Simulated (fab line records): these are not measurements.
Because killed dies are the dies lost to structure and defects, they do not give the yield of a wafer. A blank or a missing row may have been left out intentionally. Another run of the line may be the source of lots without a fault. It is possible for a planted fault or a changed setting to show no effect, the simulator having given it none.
What tool caused it? :: flow nand_harc :: Sampling: 12 lots, 36 wafers, 5 of 1159 route steps

== WHAT EACH GAUGE READ, for each wafer ==
NHARC_A_BLC_OVL_MEAS_11.
lot: L448
measured: day 17 20:42
on: overlay-02
overlay_x_nm (nm): 0.8 1.5 0.5
overlay_y_nm (nm): -2.1 -1.8 -1.8

lot: L449
measured: day 17 22:00
on: overlay-02
overlay_x_nm (nm): -0.2 0.2 -0.3
overlay_y_nm (nm): 1.1 0.9 0.8

lot: L450
measured: day 18 05:19
on: overlay-01
overlay_x_nm (nm): -0.2 0.3 -0.1
overlay_y_nm (nm): 0.9 0.4 0.4

lot: L453
measured: day 19 05:02
on: overlay-01
overlay_x_nm (nm): 0.1 -0.2 -0.1
overlay_y_nm (nm): -0.1 0.0 0.0

lot: L454
measured: day 19 13:33
on: overlay-01
overlay_x_nm (nm): 0.8 1.1 1.0
overlay_y_nm (nm): 0.8 0.3 0.2

lot: L455
measured: day 19 14:41
on: overlay-02
overlay_x_nm (nm): -0.5 -0.1 -0.3
overlay_y_nm (nm): -1.9 -1.5 -1.4

lot: L461
measured: day 22 00:55
on: overlay-02
overlay_x_nm (nm): 0.2 0.4 -0.1
overlay_y_nm (nm): -1.0 -1.2 -1.2

lot: L462
measured: day 22 02:26
on: overlay-01
overlay_x_nm (nm): -0.4 0.1 -0.1
overlay_y_nm (nm): 1.1 0.9 0.2

lot: L466
measured: day 22 13:04
on: overlay-01
overlay_x_nm (nm): -0.8 -1.1 -0.9
overlay_y_nm (nm): 0.5 0.4 0.0

lot: L468
measured: day 22 14:38
on: overlay-02
overlay_x_nm (nm): 1.1 1.6 1.9
overlay_y_nm (nm): 0.5 0.2 0.5

lot: L467
measured: day 22 20:55
on: overlay-01
overlay_x_nm (nm): -0.7 -0.9 -0.7
overlay_y_nm (nm): 0.4 0.6 0.2

lot: L469
measured: day 23 07:17
on: overlay-01
overlay_x_nm (nm): -1.0 -1.1 -1.1
overlay_y_nm (nm): -0.3 -0.6 -1.0

NHARC_END_SORT_01.
lot: L454
measured: day 21 14:41
on: prober-01
killed_at_array: 675 674 673
killed_at_other: 0 0 0
killed_at_periphery: 2 3 4
killed_dies: 677 677 677
killed_open: 3 6 2
killed_short: 0 3 0

lot: L455
measured: day 21 22:28
on: prober-01
killed_at_array: 671 677 675
killed_at_other: 0 0 1
killed_at_periphery: 6 0 1
killed_dies: 677 677 677
killed_open: 8 4 3
killed_short: 0 0 0

== WHAT TOOL EACH LOT RAN ON (gives the tool, then ch and the chambers of the sampled wafers, and finally the start) ==
lot: L448
NHARC_A_BLC_DESCUM_15: rie_diel-09 ch 0,1, day 17 20:47
NHARC_A_BLC_ETCH_16: rie_diel-09 ch 0,1, day 17 20:53
NHARC_A_BLC_ALD_23: ald_metal-02 ch 0,1,2, day 17 22:37

lot: L449
NHARC_A_BLC_DESCUM_15: rie_diel-09 ch 0,1, day 17 22:06
NHARC_A_BLC_ETCH_16: rie_diel-09 ch 2,3, day 17 22:11
NHARC_A_BLC_ALD_23: ald_metal-01 ch 1,2,3, day 17 23:57

lot: L450
NHARC_A_BLC_DESCUM_15: rie_diel-13 ch 1,2,3, day 18 05:25
NHARC_A_BLC_ETCH_16: rie_diel-13 ch 0,1,2, day 18 05:34
NHARC_A_BLC_ALD_23: ald_metal-01 ch 0,3, day 18 07:17

lot: L453
NHARC_A_BLC_DESCUM_15: rie_diel-13 ch 0,3, day 19 05:08
NHARC_A_BLC_ETCH_16: rie_diel-13 ch 0,3, day 19 05:14
NHARC_A_BLC_ALD_23: ald_metal-01 ch 1,3, day 19 07:02

lot: L454
NHARC_A_BLC_DESCUM_15: rie_diel-09 ch 0,1,3, day 19 13:39
NHARC_A_BLC_ETCH_16: rie_diel-09 ch 0,2,3, day 19 13:44
NHARC_A_BLC_ALD_23: ald_metal-02 ch 0,2,3, day 19 15:28

lot: L455
NHARC_A_BLC_DESCUM_15: rie_diel-09 ch 1,2,3, day 19 14:47
NHARC_A_BLC_ETCH_16: rie_diel-09 ch 0,1,2, day 19 14:52
NHARC_A_BLC_ALD_23: ald_metal-04 ch 0,2,3, day 19 16:35

lot: L461
NHARC_A_BLC_DESCUM_15: rie_diel-09 ch 2,3, day 22 01:02
NHARC_A_BLC_ETCH_16: rie_diel-09 ch 2,3, day 22 01:07
NHARC_A_BLC_ALD_23: ald_metal-02 ch 0,1,2, day 22 02:53

lot: L462
NHARC_A_BLC_DESCUM_15: rie_diel-09 ch 1,3, day 22 02:32
NHARC_A_BLC_ETCH_16: rie_diel-09 ch 0,1, day 22 02:38
NHARC_A_BLC_ALD_23: ald_metal-04 ch 0,1,2, day 22 04:22

lot: L466
NHARC_A_BLC_DESCUM_15: rie_diel-09 ch 1,2,3, day 22 13:10
NHARC_A_BLC_ETCH_16: rie_diel-09 ch 0,3, day 22 13:15
NHARC_A_BLC_ALD_23: ald_metal-02 ch 0,1,2, day 22 15:01

lot: L468
NHARC_A_BLC_DESCUM_15: rie_diel-09 ch 0,2,3, day 22 14:44
NHARC_A_BLC_ETCH_16: rie_diel-09 ch 0,1,2, day 22 14:50
NHARC_A_BLC_ALD_23: ald_metal-02 ch 1,2,3, day 22 16:35

lot: L467
NHARC_A_BLC_DESCUM_15: rie_diel-13 ch 0,2,3, day 22 21:02
NHARC_A_BLC_ETCH_16: rie_diel-13 ch 0,3, day 22 21:05
NHARC_A_BLC_ALD_23: ald_metal-02 ch 0,1,3, day 22 22:56

lot: L469
NHARC_A_BLC_DESCUM_15: rie_diel-01 ch 2,3, day 23 07:23
NHARC_A_BLC_ETCH_16: rie_diel-01 ch 1,2,3, day 23 07:28
NHARC_A_BLC_ALD_23: ald_metal-02 ch 0,1,3, day 23 09:12
- NHARC_A_BLC_DESCUM_15: chemistry O2, time 3 s.
- NHARC_A_BLC_ETCH_16: etches the open film in CF4, target depth 39 nm, time 65 s.
- NHARC_A_BLC_ALD_23: deposits TiN, target thk 3 nm, pulse time 1 s, ald cycles 150.

== WHAT THE TOOLS THEMSELVES READ (means of the sampled wafers that have a number; where no wafer has one, the mark that the record gives instead) ==
NHARC_A_BLC_DESCUM_15.
lot: L448
tool: rie_diel-09
drypump_motor_current_A (A): 5.6
mfc_ar_sccm (sccm): 0.010
oes_product_au (a.u.): 1.013
rf_vpp_V (V): 58.1
showerhead_plenum_p_Torr (Torr): 1.97
throttle_valve_pct (%): 11.319

lot: L449
tool: rie_diel-09
drypump_motor_current_A (A): 5.6
mfc_ar_sccm (sccm): 0.010
oes_product_au (a.u.): 1.005
rf_vpp_V (V): 58.4
showerhead_plenum_p_Torr (Torr): 1.97
throttle_valve_pct (%): 11.310

lot: L450
tool: rie_diel-13
drypump_motor_current_A (A): 5.6
mfc_ar_sccm (sccm): 0.023
oes_product_au (a.u.): 0.994
rf_vpp_V (V): 57.3
showerhead_plenum_p_Torr (Torr): 1.86
throttle_valve_pct (%): 11.314

lot: L453
tool: rie_diel-13
drypump_motor_current_A (A): 5.5
mfc_ar_sccm (sccm): 0.014
oes_product_au (a.u.): 0.989
rf_vpp_V (V): 57.6
showerhead_plenum_p_Torr (Torr): 1.95
throttle_valve_pct (%): 11.317

lot: L454
tool: rie_diel-09
drypump_motor_current_A (A): 5.4
mfc_ar_sccm (sccm): 0.008
oes_product_au (a.u.): 1.015
rf_vpp_V (V): 58.7
showerhead_plenum_p_Torr (Torr): 1.95
throttle_valve_pct (%): 11.312

lot: L455
tool: rie_diel-09
drypump_motor_current_A (A): 5.6
mfc_ar_sccm (sccm): 0.006
oes_product_au (a.u.): 1.009
rf_vpp_V (V): 56.6
showerhead_plenum_p_Torr (Torr): 1.88
throttle_valve_pct (%): 11.312

lot: L461
tool: rie_diel-09
drypump_motor_current_A (A): 5.2
mfc_ar_sccm (sccm): 0.000
oes_product_au (a.u.): 1.017
rf_vpp_V (V): 57.6
showerhead_plenum_p_Torr (Torr): 1.87
throttle_valve_pct (%): 11.317

lot: L462
tool: rie_diel-09
drypump_motor_current_A (A): 5.6
mfc_ar_sccm (sccm): 0.011
oes_product_au (a.u.): 1.009
rf_vpp_V (V): 57.8
showerhead_plenum_p_Torr (Torr): 1.92
throttle_valve_pct (%): 11.315

lot: L466
tool: rie_diel-09
drypump_motor_current_A (A): 5.6
mfc_ar_sccm (sccm): 0.006
oes_product_au (a.u.): 1.004
rf_vpp_V (V): 57.6
showerhead_plenum_p_Torr (Torr): 1.87
throttle_valve_pct (%): 11.313

lot: L468
tool: rie_diel-09
drypump_motor_current_A (A): 5.4
mfc_ar_sccm (sccm): 0.002
oes_product_au (a.u.): 1.022
rf_vpp_V (V): 57.8
showerhead_plenum_p_Torr (Torr): 1.89
throttle_valve_pct (%): 11.302

lot: L467
tool: rie_diel-13
drypump_motor_current_A (A): 5.6
mfc_ar_sccm (sccm): 0.016
oes_product_au (a.u.): 1.001
rf_vpp_V (V): 57.7
showerhead_plenum_p_Torr (Torr): 1.89
throttle_valve_pct (%): 11.306

lot: L469
tool: rie_diel-01
drypump_motor_current_A (A): 5.8
mfc_ar_sccm (sccm): 0.021
oes_product_au (a.u.): 1.024
rf_vpp_V (V): 57.5
showerhead_plenum_p_Torr (Torr): 1.96
throttle_valve_pct (%): 11.311

NHARC_A_BLC_ETCH_16.
lot: L448
tool: rie_diel-09
bias_w (W): 99.95
cf4_flow_sccm (sccm): 150.3
drypump_motor_current_A (A): 5.7
mfc_ar_sccm (sccm): 0.013
oes_product_au (a.u.): 0.995
rf_vpp_V (V): 152.2
showerhead_plenum_p_Torr (Torr): 1.80
throttle_valve_pct (%): 13.283

lot: L449
tool: rie_diel-09
bias_w (W): 99.98
cf4_flow_sccm (sccm): 149.7
drypump_motor_current_A (A): 5.2
mfc_ar_sccm (sccm): 0.000
oes_product_au (a.u.): 1.007
rf_vpp_V (V): 151.4
showerhead_plenum_p_Torr (Torr): 1.73
throttle_valve_pct (%): 13.274

lot: L450
tool: rie_diel-13
bias_w (W): 99.77
cf4_flow_sccm (sccm): 149.8
drypump_motor_current_A (A): 5.7
mfc_ar_sccm (sccm): 0.021
oes_product_au (a.u.): 1.000
rf_vpp_V (V): 150.6
showerhead_plenum_p_Torr (Torr): 1.74
throttle_valve_pct (%): 13.287

lot: L453
tool: rie_diel-13
bias_w (W): 99.98
cf4_flow_sccm (sccm): 150.4
drypump_motor_current_A (A): 5.4
mfc_ar_sccm (sccm): 0.014
oes_product_au (a.u.): 0.999
rf_vpp_V (V): 151.4
showerhead_plenum_p_Torr (Torr): 1.80
throttle_valve_pct (%): 13.282

lot: L454
tool: rie_diel-09
bias_w (W): -
cf4_flow_sccm (sccm): -
drypump_motor_current_A (A): -
mfc_ar_sccm (sccm): -
oes_product_au (a.u.): -
rf_vpp_V (V): -
showerhead_plenum_p_Torr (Torr): -
throttle_valve_pct (%): -

lot: L455
tool: rie_diel-09
bias_w (W): -
cf4_flow_sccm (sccm): -
drypump_motor_current_A (A): -
mfc_ar_sccm (sccm): -
oes_product_au (a.u.): -
rf_vpp_V (V): -
showerhead_plenum_p_Torr (Torr): -
throttle_valve_pct (%): -

lot: L461
tool: rie_diel-09
bias_w (W): 100.11
cf4_flow_sccm (sccm): 149.3
drypump_motor_current_A (A): 5.6
mfc_ar_sccm (sccm): 0.000
oes_product_au (a.u.): 1.010
rf_vpp_V (V): 150.6
showerhead_plenum_p_Torr (Torr): 1.70
throttle_valve_pct (%): 13.282

lot: L462
tool: rie_diel-09
bias_w (W): 99.79
cf4_flow_sccm (sccm): 150.1
drypump_motor_current_A (A): 5.6
mfc_ar_sccm (sccm): 0.010
oes_product_au (a.u.): 1.024
rf_vpp_V (V): 151.3
showerhead_plenum_p_Torr (Torr): 1.82
throttle_valve_pct (%): 13.285

lot: L466
tool: rie_diel-09
bias_w (W): 99.76
cf4_flow_sccm (sccm): 150.2
drypump_motor_current_A (A): 5.0
mfc_ar_sccm (sccm): 0.002
oes_product_au (a.u.): 1.013
rf_vpp_V (V): 152.3
showerhead_plenum_p_Torr (Torr): 1.79
throttle_valve_pct (%): 13.281

lot: L468
tool: rie_diel-09
bias_w (W): 99.81
cf4_flow_sccm (sccm): 149.9
drypump_motor_current_A (A): 5.7
mfc_ar_sccm (sccm): 0.008
oes_product_au (a.u.): 1.008
rf_vpp_V (V): 151.0
showerhead_plenum_p_Torr (Torr): 1.76
throttle_valve_pct (%): 13.280

lot: L467
tool: rie_diel-13
bias_w (W): 100.24
cf4_flow_sccm (sccm): 150.1
drypump_motor_current_A (A): 5.4
mfc_ar_sccm (sccm): 0.015
oes_product_au (a.u.): 0.992
rf_vpp_V (V): 151.3
showerhead_plenum_p_Torr (Torr): 1.78
throttle_valve_pct (%): 13.279

lot: L469
tool: rie_diel-01
bias_w (W): 100.20
cf4_flow_sccm (sccm): 149.8
drypump_motor_current_A (A): 5.7
mfc_ar_sccm (sccm): 0.010
oes_product_au (a.u.): 1.007
rf_vpp_V (V): 151.1
showerhead_plenum_p_Torr (Torr): 1.73
throttle_valve_pct (%): 13.288

NHARC_A_BLC_ALD_23.
lot: L448
tool: ald_metal-02
heater_power_w (W): 1180
precursor_pulse_height_rel: 1.007

lot: L449
tool: ald_metal-01
heater_power_w (W): 1022
precursor_pulse_height_rel: 1.017

lot: L450
tool: ald_metal-01
heater_power_w (W): 911
precursor_pulse_height_rel: 0.993

lot: L453
tool: ald_metal-01
heater_power_w (W): 992
precursor_pulse_height_rel: 0.993

lot: L454
tool: ald_metal-02
heater_power_w (W): 1139
precursor_pulse_height_rel: 0.990

lot: L455
tool: ald_metal-04
heater_power_w (W): 1040
precursor_pulse_height_rel: 0.997

lot: L461
tool: ald_metal-02
heater_power_w (W): 1202
precursor_pulse_height_rel: 1.018

lot: L462
tool: ald_metal-04
heater_power_w (W): 1065
precursor_pulse_height_rel: 1.002

lot: L466
tool: ald_metal-02
heater_power_w (W): 1210
precursor_pulse_height_rel: 1.002

lot: L468
tool: ald_metal-02
heater_power_w (W): 1217
precursor_pulse_height_rel: 1.010

lot: L467
tool: ald_metal-02
heater_power_w (W): 1152
precursor_pulse_height_rel: 1.012

lot: L469
tool: ald_metal-02
heater_power_w (W): 1158
precursor_pulse_height_rel: 0.976

== THE ANSWER, worked out from the rows above alone ==
Rule: the usual values come from the lots themselves. The widest of any qualifying gaps counts: lots, ordered by their means at a reading, are off when they make up no more than a third of the lots, leave a main group of 4 or more, and stand apart from it by 3 or more times the standard deviation of that group's means. Not used: any main group whose means are identical at the precision the tables above print for the reading. A lot without any number at a reading at which 4 lots or more have one is off too. The other lots that the step has rows for count as sound. After the gauges, taken in route order, come the tools' own readings; for these a lot's mean is taken, as printed above. At the first step where some lot is off, the reading lying furthest off is the one used; lots without a number count as furthest.
Off: L454, L455 (NHARC_A_BLC_ETCH_16, bias_w). Without a number there: L454, L455. Mean 99.96 W and standard deviation 0.17 in the main group.
A tool fits if, at that step or a process step before it, it ran every lot that is off, and no sound lot after the first of them. None of those tried fits.

== WHAT THE SIMULATOR PUT IN ==
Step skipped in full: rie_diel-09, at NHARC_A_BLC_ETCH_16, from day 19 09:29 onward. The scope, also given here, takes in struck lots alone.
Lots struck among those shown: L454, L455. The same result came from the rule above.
